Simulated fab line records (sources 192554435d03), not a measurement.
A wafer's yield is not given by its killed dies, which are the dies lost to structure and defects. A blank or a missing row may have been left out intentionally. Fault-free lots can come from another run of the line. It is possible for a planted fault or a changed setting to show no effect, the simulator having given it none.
fab line records | flow n5-finfet
record lots=7 | wafers=39
route steps=1938 shown WELL_APT@55 FIN_CUT@173 SPACER0@259 MOL_CONTACT_COAG@610
start-h: start of the lot's first displayed wafer, in hours after the record's first day | wait-h: time in hours since the lot's previous step | " identical to the entry in the row above | L1.1+2: a single row standing in for several wafers | - value missing, or start not given | * or withheld: withheld | < > ~ a bound
route shown NAME@n: NAME is a module with steps in the file, n the number in the route of the first one | usual: the fault-free wafers' mean and standard deviation | same: alike in all rows | chamber/n: place in a boat | sites: each site's reading | _std_site: the standard deviation of these | _edge_site: inner sites' mean taken away from outer sites' mean | radius-mm: for every site, how far away it sits from the centre of the wafer | mask NAME#n: copy n | behind: the tool/chamber that last shaped the wafer | hold: reason for holding the lot/hours on hold/outcome of the hold | device: which transistor (n, p or np) failed to switch | end of line: tests run on the same wafers once the route is complete | a step given without rows: its recipe and nothing more | killed: dies lost to structure and defects at the first sort, not the wafer's yield | map: a wafer's dies, x killed, . not, _ none there
set.NAME: the setting as run; set.NAME@STEP: as run at that earlier step | model.NAME: the simulator's own value behind a step, which no gauge read
lots whose settings were changed on purpose; a table a step, a row a wafer
## steps
# step N5_WELL_APT_EPI_41
# recipe material=Si | target-thk-a=500 | temp-c=650 | precursor=SiH4/H2 | pressure-torr=20 | time-s=297.7
lot.wafer | tool         | chamber | start-h | wait-h | set.time-s | model.Si_of_WELL_APT_EPI_41.thk-nm
L082.1    | epi-rpcvd-04 | 0       | 63.77   | 0.0    | 308.4      | 51.93
L082.2    | "            | 0       | "       | "      | 297.7      | 50.37
L082.3    | "            | 0       | "       | "      | 308.4      | 51.88
L082.4    | "            | 0       | "       | "      | 308.4      | 51.75
L082.5    | "            | 0       | "       | "      | 297.7      | 50.05
L082.6    | "            | 0       | "       | "      | 297.7      | 50.94
L084.1    | epi-rpcvd-03 | 0       | 76.02   | 0.0    | 290.8      | 48.59
L084.2    | "            | 0       | "       | "      | 297.7      | 49.57
L084.3    | "            | 0       | "       | "      | 297.7      | 49.54
L084.4    | "            | 0       | "       | "      | 290.8      | 48.38
L084.5    | "            | 0       | "       | "      | 290.8      | 47.98
L084.6    | "            | 0       | "       | "      | 297.7      | 49.48
L085.1    | epi-rpcvd-02 | 0       | 81.82   | 0.0    | 297.7      | 50.57
L085.2    | "            | 0       | "       | "      | 274        | 45.91
L085.3    | "            | 0       | "       | "      | 274        | 45.82
L085.4    | "            | 0       | "       | "      | 297.7      | 49.43
L085.5    | "            | 0       | "       | "      | 274        | 46.24
L085.6    | "            | 0       | "       | "      | 297.7      | 49.72
L086.1    | epi-rpcvd-03 | 0       | 88.03   | 0.0    | 312.4      | 52.68
L086.2    | "            | 0       | "       | "      | 297.7      | 49.53
L086.3    | "            | 0       | "       | "      | 297.7      | 49.83
L086.4    | "            | 0       | "       | "      | 297.7      | 49.71
L086.5    | "            | 0       | "       | "      | 312.4      | 52.4
L086.6    | "            | 0       | "       | "      | 312.4      | 52.09
L090.1    | epi-rpcvd-03 | 0       | 112.03  | 0.0    | 297.7      | 49.93
L090.2    | "            | 0       | "       | "      | 297.7      | 49.56
L090.3    | "            | 0       | "       | "      | 297.7      | 50.34
L090.4    | "            | 0       | "       | "      | 297.7      | 49.47
L090.5    | "            | 0       | "       | "      | 297.7      | 49.5
L090.6    | "            | 0       | "       | "      | 297.7      | 49.57
L093.1    | epi-rpcvd-03 | 0       | 130.67  | 0.0    | 297.7      | 48.93
L093.3    | "            | 0       | "       | "      | 297.7      | 49.67
L093.5    | "            | 0       | "       | "      | 297.7      | 49.45
L094.1    | epi-rpcvd-02 | 0       | 136.21  | 0.0    | 297.7      | 50.42
L094.2    | "            | 0       | "       | "      | 297.7      | 50.84
L094.3    | "            | 0       | "       | "      | 308.1      | 52.08
L094.4    | "            | 0       | "       | "      | 308.1      | 51.77
L094.5    | "            | 0       | "       | "      | 297.7      | 50.33
L094.6    | "            | 0       | "       | "      | 308.1      | 52.26
# step N5_FIN_CUT_CUT_ETCH_26
# recipe chemistry=CH3F/O2 | target=SiNx | target-depth-a=390 | mask-material=SOC | time-s=55.7 | pressure-mtorr=30 | source-w=395 | bias-w=73 | Ar_flow_sccm=150 | CH3F_flow_sccm=30 | O2_flow_sccm=20 | ion-energy-ev=120
lot.wafer | tool        | chamber | start-h | wait-h | set.target-depth-a | model.etch.depth-nm
L082.1    | rie-diel-02 | 1       | 74.86   | 0.0    | 390                | 38.06
L082.2    | "           | 2       | "       | "      | 415.9              | 40.3
L082.3    | "           | 0       | "       | "      | 390                | 38.2
L082.4    | "           | 2       | "       | "      | 415.9              | 40.14
L082.5    | "           | 0       | "       | "      | 390                | 38.09
L082.6    | "           | 1       | "       | "      | 415.9              | 40.77
L084.1    | rie-diel-05 | 0       | 92.78   | 0.0    | 404                | 39.59
L084.2    | "           | 3       | "       | "      | 404                | 40.7
L084.3    | "           | 1       | "       | "      | 390                | 38.96
L084.4    | "           | 2       | "       | "      | 404                | 41.18
L084.5    | "           | 1       | "       | "      | 390                | 38.86
L084.6    | "           | 0       | "       | "      | 390                | 38.32
L085.1    | rie-diel-05 | 2       | 95.65   | 0.0    | 416.8              | 41.96
L085.2    | "           | 0       | "       | "      | 416.8              | 40.57
L085.3    | "           | 1       | "       | "      | 390                | 39.01
L085.4    | "           | 2       | "       | "      | 416.8              | 41.85
L085.5    | "           | 1       | "       | "      | 390                | 39.18
L085.6    | "           | 0       | "       | "      | 390                | 38.04
L086.1    | rie-diel-02 | 2       | 101.87  | 0.0    | 390                | 38.11
L086.2    | "           | 1       | "       | "      | 390                | 38.21
L086.3    | "           | 0       | "       | "      | 390                | 38.49
L086.4    | "           | 3       | "       | "      | 390                | 39.59
L086.5    | "           | 2       | "       | "      | 390                | 37.85
L086.6    | "           | 3       | "       | "      | 390                | 39.85
L090.1    | rie-diel-02 | 0       | 122.69  | 0.0    | 428.8              | 42
L090.2    | "           | 2       | "       | "      | 390                | 37.84
L090.3    | "           | 1       | "       | "      | 390                | 37.85
L090.4    | "           | 3       | "       | "      | 428.8              | 43.39
L090.5    | "           | 2       | "       | "      | 390                | 37.95
L090.6    | "           | 1       | "       | "      | 428.8              | 41.63
L093.1    | rie-diel-02 | 0       | 143.73  | 0.0    | 390                | 37.63
L093.3    | "           | 2       | "       | "      | 390                | 38.1
L093.5    | "           | 2       | "       | "      | 390                | 38.15
L094.1    | rie-diel-01 | 0       | 146.87  | 0.0    | 390                | 39.7
L094.2    | "           | 1       | "       | "      | 390                | 38.79
L094.3    | "           | 2       | "       | "      | 390                | 38.22
L094.4    | "           | 0       | "       | "      | 390                | 39.35
L094.5    | "           | 2       | "       | "      | 390                | 38.34
L094.6    | "           | 1       | "       | "      | 390                | 38.78
# step N5_SPACER0_ALD_00
# recipe material=SiOCN | target-thk-a=35 | temp-c=400 | ald-precursor-family=alkyl-aminosilane | ald-co-reactant=O2/N2-plasma | pulse-time-s=3 | purge-time-s=2 | co-reactant-purge-time-s=2 | ald-cycles=58 | pressure-torr=2
lot.wafer      | tool       | chamber   | start-h | wait-h | set.ald-cycles | model.SiOCN_of_SPACER0_ALD_00.thk-nm
L082.1+2+4+5+6 | ald-sin-04 | 0,1,3,0,1 | 97.68   | 0.1    | 58             | 3.4
L082.3         | "          | 3         | "       | "      | 58             | 3.6
L084.1+5+6     | ald-sin-01 | 3,3,0     | 112.87  | 0.1    | 58             | 3.4
L084.2+3+4     | "          | 0,1,2     | "       | "      | 66             | 4
L085.1+3+4     | ald-sin-04 | 3,0,1     | 115.60  | 0.1    | 50             | 3
L085.2+5       | "          | 2,3       | "       | "      | 58             | 3.6
L085.6         | "          | 0         | "       | "      | 58             | 3.4
L086.1+3+6     | ald-sin-04 | 1,0,1     | 121.14  | 0.1    | 62             | 3.8
L086.2+4       | "          | 2,3       | "       | "      | 58             | 3.6
L086.5         | "          | 0         | "       | "      | 58             | 3.4
L090.1+5+6     | ald-sin-04 | 1,2,3     | 144.69  | 0.1    | 67             | 4
L090.2         | "          | 2         | "       | "      | 58             | 3.6
L090.3+4       | "          | 3,1       | "       | "      | 58             | 3.4
L093.1+3+5     | ald-sin-01 | 0,1,2     | 163.36  | 0.1    | 58             | 3.6
L094.1+2+4     | ald-sin-01 | 0,3,2     | 168.63  | 0.1    | 58             | 3.6
L094.3+5+6     | "          | 1,2,1     | "       | "      | 58             | 3.4
# step N5_MOL_CONTACT_COAG_ETCH_67
# recipe chemistry=N2/H2 | target=SOC | target-depth-a=600 | overetch-a=210 | mask-material=SiARC | temp-c=40 | time-s=101.2 | ion-energy-ev=200 | pressure-mtorr=30 | source-w=840 | bias-w=150 | n2-flow-sccm=200 | h2-flow-sccm=200
# usual rf-vpp-V=524.5/2.7
lot.wafer | tool        | chamber | start-h | wait-h | set.source-w | rf-vpp-V
L082.1    | rie-diel-03 | 1       | 149.75  | 0.0    | 972.1        | 500.0
L082.2    | "           | 3       | "       | "      | 840          | 520.6
L082.3    | "           | 0       | "       | "      | 840          | 528.7
L082.4    | "           | 2       | "       | "      | 972.1        | 498.3
L082.5    | "           | 2       | "       | "      | 972.1        | 497.7
L082.6    | "           | 3       | "       | "      | 840          | 521.4
L084.1    | rie-diel-04 | 1       | 162.79  | 0.0    | 892.7        | 510.8
L084.2    | "           | 0       | "       | "      | 892.7        | 511.5
L084.3    | "           | 3       | "       | "      | 840          | 522.7
L084.4    | "           | 2       | "       | "      | 840          | 522.1
L084.5    | "           | 3       | "       | "      | 892.7        | 514.2
L084.6    | "           | 0       | "       | "      | 840          | 522.3
L085.1    | rie-diel-04 | 2       | 171.46  | 0.0    | 840          | 523.0
L085.2    | "           | 1       | "       | "      | 776.3        | 535.3
L085.3    | "           | 0       | "       | "      | 776.3        | 535.6
L085.4    | "           | 3       | "       | "      | 840          | 524.3
L085.5    | "           | 3       | "       | "      | 776.3        | 536.2
L085.6    | "           | 2       | "       | "      | 840          | 523.3
L086.1    | rie-diel-04 | 2       | 174.21  | 0.0    | 840          | 523.8
L086.2    | "           | 3       | "       | "      | 840          | 523.6
L086.3    | "           | 1       | "       | "      | 840          | 521.4
L086.4    | "           | 0       | "       | "      | 840          | 522.3
L086.5    | "           | 2       | "       | "      | 840          | 524.2
L086.6    | "           | 1       | "       | "      | 840          | 521.0
L090.1    | rie-diel-04 | 2       | 202.43  | 0.0    | 775.8        | 536.8
L090.2    | "           | 3       | "       | "      | 775.8        | 538.4
L090.3    | "           | 1       | "       | "      | 840          | 519.7
L090.4    | "           | 0       | "       | "      | 840          | 521.6
L090.5    | "           | 0       | "       | "      | 775.8        | 533.8
L090.6    | "           | 1       | "       | "      | 840          | 520.3
L093.1    | rie-diel-06 | 1       | 213.74  | 0.0    | 840          | 526.6
L093.3    | "           | 0       | "       | "      | 840          | 526.2
L093.5    | "           | 1       | "       | "      | 840          | 528.9
L094.1    | rie-diel-04 | 1       | 225.67  | 0.0    | 895.8        | 510.3
L094.2    | "           | 0       | "       | "      | 895.8        | 509.9
L094.3    | "           | 3       | "       | "      | 840          | 523.4
L094.4    | "           | 2       | "       | "      | 840          | 524.4
L094.5    | "           | 0       | "       | "      | 840          | 521.0
L094.6    | "           | 3       | "       | "      | 895.8        | 511.8
## key
split step=N5_WELL_APT_EPI_41 | setting=time-s | stated=297.7 | by=wafer
response step=N5_WELL_APT_EPI_41 | reading=model.Si_of_WELL_APT_EPI_41.thk-nm | change=+0.487 | per=1% | r=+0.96
split step=N5_FIN_CUT_CUT_ETCH_26 | setting=target-depth-a | stated=390 | by=wafer
response step=N5_FIN_CUT_CUT_ETCH_26 | reading=model.etch.depth-nm | change=+0.416 | per=1% | r=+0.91
split step=N5_SPACER0_ALD_00 | setting=ald-cycles | stated=58 | by=wafer
response step=N5_SPACER0_ALD_00 | reading=model.SiOCN_of_SPACER0_ALD_00.thk-nm | change=+0.0385 | per=1% | r=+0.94
split step=N5_MOL_CONTACT_COAG_ETCH_67 | setting=source-w | stated=840 | by=wafer
response step=N5_MOL_CONTACT_COAG_ETCH_67 | reading=rf-vpp-V | change=-1.68 | per=1% | r=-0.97
